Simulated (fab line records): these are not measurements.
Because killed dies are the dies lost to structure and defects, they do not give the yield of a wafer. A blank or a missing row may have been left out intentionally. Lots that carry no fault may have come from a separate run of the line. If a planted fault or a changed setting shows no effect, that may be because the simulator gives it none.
Split-lot study || flow n5_finfet || 21 wafers read across 7 lots, on a route 1938 steps long

THE SPLIT
At N5_PASSIVATION_EXPOSE_27 (exposes mask PAD, defocus 0 nm), the setting dose_mj was moved away from the recipe's 32.3 on 7 of the 21 wafers read, by -6.9% to +5.9%. This setting was run at the recipe's value on the other wafers.

FROM THE SPLIT TO THE READING: what the file shows between them, 3 steps
- N5_PASSIVATION_PEB_28
- N5_PASSIVATION_DEVELOP_29: develop time 60 s
- N5_PASSIVATION_HARDBAKE_31: time 120 s

THE READING
Shown in nm: cd_nm at N5_PASSIVATION_CD_MEAS_30, with target cd 4000 nm. On this fab line, fault-free wafers typically give 4000.5 nm with a standard deviation of 2 nm.

{"wafer": "L086.1", "tool, chamber at the split": "krf_scanner-02, 0", "dose_mj as run": 32.3, "against the recipe": "recipe", "cd_nm, nm": 4000.2, "against lot-mates on the recipe": "-"}
{"wafer": "L086.2", "tool, chamber at the split": "krf_scanner-02, 0", "dose_mj as run": 30.06, "against the recipe": "-6.9%", "cd_nm, nm": 3989.0, "against lot-mates on the recipe": -11.2}
{"wafer": "L086.4", "tool, chamber at the split": "krf_scanner-02, 0", "dose_mj as run": 30.06, "against the recipe": "-6.9%", "cd_nm, nm": 3985.7, "against lot-mates on the recipe": -14.5}
{"wafer": "L085.1", "tool, chamber at the split": "krf_scanner-01, 0", "dose_mj as run": 32.3, "against the recipe": "recipe", "cd_nm, nm": 4002.6, "against lot-mates on the recipe": "-"}
{"wafer": "L085.2", "tool, chamber at the split": "krf_scanner-01, 0", "dose_mj as run": 30.87, "against the recipe": "-4.4%", "cd_nm, nm": 3992.4, "against lot-mates on the recipe": -9.6}
{"wafer": "L085.3", "tool, chamber at the split": "krf_scanner-01, 0", "dose_mj as run": 32.3, "against the recipe": "recipe", "cd_nm, nm": 4001.4, "against lot-mates on the recipe": "-"}
{"wafer": "L089.1", "tool, chamber at the split": "krf_scanner-01, 0", "dose_mj as run": 32.3, "against the recipe": "recipe", "cd_nm, nm": 4001.0, "against lot-mates on the recipe": "-"}
{"wafer": "L089.4", "tool, chamber at the split": "krf_scanner-01, 0", "dose_mj as run": 33.16, "against the recipe": "+2.7%", "cd_nm, nm": 4005.8, "against lot-mates on the recipe": "+5.5"}
{"wafer": "L089.6", "tool, chamber at the split": "krf_scanner-01, 0", "dose_mj as run": 32.3, "against the recipe": "recipe", "cd_nm, nm": 3999.6, "against lot-mates on the recipe": "-"}
{"wafer": "L088.3", "tool, chamber at the split": "krf_scanner-01, 0", "dose_mj as run": 32.3, "against the recipe": "recipe", "cd_nm, nm": 4000.6, "against lot-mates on the recipe": "-"}
{"wafer": "L088.4", "tool, chamber at the split": "krf_scanner-01, 0", "dose_mj as run": 30.86, "against the recipe": "-4.5%", "cd_nm, nm": 3992.4, "against lot-mates on the recipe": -7.9}
{"wafer": "L088.6", "tool, chamber at the split": "krf_scanner-01, 0", "dose_mj as run": 32.3, "against the recipe": "recipe", "cd_nm, nm": 4000.0, "against lot-mates on the recipe": "-"}
{"wafer": "L090.1", "tool, chamber at the split": "krf_scanner-02, 0", "dose_mj as run": 33.41, "against the recipe": "+3.4%", "cd_nm, nm": 4003.1, "against lot-mates on the recipe": "+6.0"}
{"wafer": "L090.4", "tool, chamber at the split": "krf_scanner-02, 0", "dose_mj as run": 32.3, "against the recipe": "recipe", "cd_nm, nm": 3997.7, "against lot-mates on the recipe": "-"}
{"wafer": "L090.6", "tool, chamber at the split": "krf_scanner-02, 0", "dose_mj as run": 32.3, "against the recipe": "recipe", "cd_nm, nm": 3996.4, "against lot-mates on the recipe": "-"}
{"wafer": "L091.2", "tool, chamber at the split": "krf_scanner-01, 0", "dose_mj as run": 32.3, "against the recipe": "recipe", "cd_nm, nm": 4001.2, "against lot-mates on the recipe": "-"}
{"wafer": "L091.3", "tool, chamber at the split": "krf_scanner-01, 0", "dose_mj as run": 32.3, "against the recipe": "recipe", "cd_nm, nm": 4001.8, "against lot-mates on the recipe": "-"}
{"wafer": "L091.5", "tool, chamber at the split": "krf_scanner-01, 0", "dose_mj as run": 34.19, "against the recipe": "+5.9%", "cd_nm, nm": 4010.4, "against lot-mates on the recipe": "+8.9"}
{"wafer": "L096.4", "tool, chamber at the split": "krf_scanner-01, 0", "dose_mj as run": 32.3, "against the recipe": "recipe", "cd_nm, nm": 3999.1, "against lot-mates on the recipe": "-"}
{"wafer": "L096.5", "tool, chamber at the split": "krf_scanner-01, 0", "dose_mj as run": 32.3, "against the recipe": "recipe", "cd_nm, nm": 4000.9, "against lot-mates on the recipe": "-"}
{"wafer": "L096.6", "tool, chamber at the split": "krf_scanner-01, 0", "dose_mj as run": 32.3, "against the recipe": "recipe", "cd_nm, nm": 4000.0, "against lot-mates on the recipe": "-"}

FIT RESULTS
A straight line over all 21 wafers: cd_nm changes by +1.75 nm for each +1% of dose_mj; r = +0.96; the points scatter about the line by 1.6 nm.
The same after taking each lot's own level away (the mean of its wafers on the recipe; 21 wafers): +1.81 nm for each +1%; r = +0.99; scatter 0.9 nm.
According to that fit, moving dose_mj by its largest amount changes the reading by 13 nm.
The span of the lots' own levels, 3997.05 to 4002.00 nm, comes to 2.5 times the standard deviation stated above.
The two slopes are in agreement: the lot-to-lot level therefore moves the slope only a little.
Check: -13.3 nm against its lot-mates is what the line predicts for one of the wafers moved furthest among these (-6.9%) when that wafer is left out of the fit. Against them it came out at -11.2 nm.

FURTHER SPLITS ON THESE WAFERS
Before the reading, these wafers also passed through other splits. Each is held against what the fit with the lots' levels taken away leaves over:
{"other split on the same wafers": "N5_BEOL_M11_VIA_ETCH_34 time_s", "wafers away from the commonest value": 5, "r with cd_nm (lot level and that fit taken away)": -0.11}
{"other split on the same wafers": "N5_BEOL_M11_CURE_72 time_s", "wafers away from the commonest value": 8, "r with cd_nm (lot level and that fit taken away)": -0.27}
{"other split on the same wafers": "N5_BEOL_M13_COAT_65 spin_rpm", "wafers away from the commonest value": 5, "r with cd_nm (lot level and that fit taken away)": "+0.09"}
{"other split on the same wafers": "N5_BEOL_M14_TRENCH_ETCH_34 time_s", "wafers away from the commonest value": 8, "r with cd_nm (lot level and that fit taken away)": -0.03}
{"other split on the same wafers": "N5_BEOL_M15_SPUTTER_44 power_w", "wafers away from the commonest value": 5, "r with cd_nm (lot level and that fit taken away)": "+0.06"}
{"other split on the same wafers": "N5_PASSIVATION_EXPOSE_07 dose_mj", "wafers away from the commonest value": 6, "r with cd_nm (lot level and that fit taken away)": -0.32}

THE FILE'S OWN FIT
cd_nm changes by +1.81 nm for each +1% of dose_mj, r = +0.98.
